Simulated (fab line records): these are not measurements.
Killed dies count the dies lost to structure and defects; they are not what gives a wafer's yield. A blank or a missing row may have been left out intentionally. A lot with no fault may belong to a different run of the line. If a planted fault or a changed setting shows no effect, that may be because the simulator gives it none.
Which tool was responsible? / flow nand harc / 18 wafers from 6 lots sampled at 2 of the route's 1302 steps

WHAT EACH GAUGE READ, for each wafer
NHARC_A_BONDPAD_CD_MEAS_09: target cd 500 nm.
lot=L330; measured=day 23 22:28; on=cd sem-03; cd nm (nm)=498.8 498.1 499.5
lot=L334; measured=day 25 11:38; on=cd sem-02; cd nm (nm)=500.7 501.9 499.8
lot=L336; measured=day 26 23:31; on=cd sem-02; cd nm (nm)=499.9 500.3 499.4
lot=L339; measured=day 27 14:30; on=cd sem-02; cd nm (nm)=500.5 500.4 500.8
lot=L341; measured=day 28 19:05; on=cd sem-02; cd nm (nm)=500.3 501.5 501.4
lot=L347; measured=day 30 18:14; on=cd sem-03; cd nm (nm)=499.9 497.3 498.1

WHAT TOOL EACH LOT RAN ON (gives the tool, then ch and the chambers of the sampled wafers, and finally the start)
lot=L330; NHARC_A_CONTACT_ETCH_127=har cap etch-02 ch 0,1, day 22 18:52
lot=L334; NHARC_A_CONTACT_ETCH_127=har cap etch-02 ch 0,1, day 24 10:29
lot=L336; NHARC_A_CONTACT_ETCH_127=har cap etch-03 ch 1, day 25 21:07
lot=L339; NHARC_A_CONTACT_ETCH_127=har cap etch-03 ch 0,1, day 26 10:06
lot=L341; NHARC_A_CONTACT_ETCH_127=har cap etch-03 ch 0,1, day 27 16:14
lot=L347; NHARC_A_CONTACT_ETCH_127=har cap etch-02 ch 0, day 29 12:41
- NHARC_A_CONTACT_ETCH_127: etches the open film in C4F8/O2/Ar, time 197 s, target depth 1918 nm.

THE ANSWER, worked out from the rows above alone
Rule: the lots themselves supply what counts as usual. Put in order of their means at a reading, lots are off if they are a third of the lots or fewer, leave a main group of 4 or more, and stand apart from it by a gap of 3 or more times the standard deviation of the main group's means; of several such gaps the widest counts. A main group is skipped when, at the precision printed for the reading in the tables above, its means are all equal. A lot without any number at a reading at which 4 lots or more have one is off too. All remaining lots with rows at the step are treated as sound.
Across all readings shown, no lot is off: no conclusion can be drawn from this.

WHAT WAS PUT IN BY THE SIMULATOR
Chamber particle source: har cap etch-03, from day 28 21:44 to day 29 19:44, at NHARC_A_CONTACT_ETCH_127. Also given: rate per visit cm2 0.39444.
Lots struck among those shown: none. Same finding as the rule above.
